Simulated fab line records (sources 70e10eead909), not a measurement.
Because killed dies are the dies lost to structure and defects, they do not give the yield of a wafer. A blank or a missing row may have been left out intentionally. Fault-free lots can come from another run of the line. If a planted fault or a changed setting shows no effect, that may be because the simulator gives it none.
Matching of chambers | flow nand-harc | NHARC_P_BONDPAD_DESCUM_11 on rie-diel-12: 4 sister chambers
The step chemistry O2, time 3 s. 4 wafers are shown with their chamber, then 12 later ones without.

WAFERS PAIRED WITH THEIR CHAMBERS
wafer  | chamber | oes-product-au (a.u.)
L084.2 | 1       | 0.991
L089.1 | 0       | 0.997
L089.2 | 3       | 1.006
L089.4 | 2       | 1.015

WAFERS WITH NO CHAMBER GIVEN
wafer  | oes-product-au (a.u.)
L090.3 | 1.010
L090.4 | 1.007
L090.5 | 0.988
L091.1 | 1.008
L091.4 | 0.997
L091.5 | 1.006
L097.1 | 1.009
L097.2 | 0.995
L097.6 | 1.000
L096.1 | 1.009
L096.2 | 1.016
L096.5 | 0.998

EACH ONE'S CHAMBER
wafer  | from the rows above     | in truth
L090.3 | can't be placed: 3 or 2 | 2
L090.4 | 3                       | 3
L090.5 | 1                       | 1
L091.1 | 3                       | 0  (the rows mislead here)
L091.4 | 0                       | 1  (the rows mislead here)
L091.5 | 3                       | 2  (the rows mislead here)
L097.1 | can't be placed: 3 or 2 | 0
L097.2 | can't be placed: 0 or 1 | 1
L097.6 | can't be placed: 0 or 3 | 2
L096.1 | can't be placed: 3 or 2 | 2
L096.2 | 2                       | 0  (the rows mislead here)
L096.5 | 0                       | 0
Correctly placed: 3 of 12. From these rows, 5 cannot be placed; in 3 the true chamber is one of the candidates. Wrongly placed: 4.
How it was worked out, from the rows above alone: a wafer's distance from a chamber is the root of the sum, over the readings, of the square of ((its reading less the chamber's mean) divided by the reading's scatter). If the next closest chamber is less than 2 further off than the closest, the wafer can't be placed; otherwise it belongs to the closest. Each chamber's mean is taken over the wafers shown for it. The scatter: root of mean squared gap, hidden wafer to nearest shown wafer, with one shown wafer a chamber.
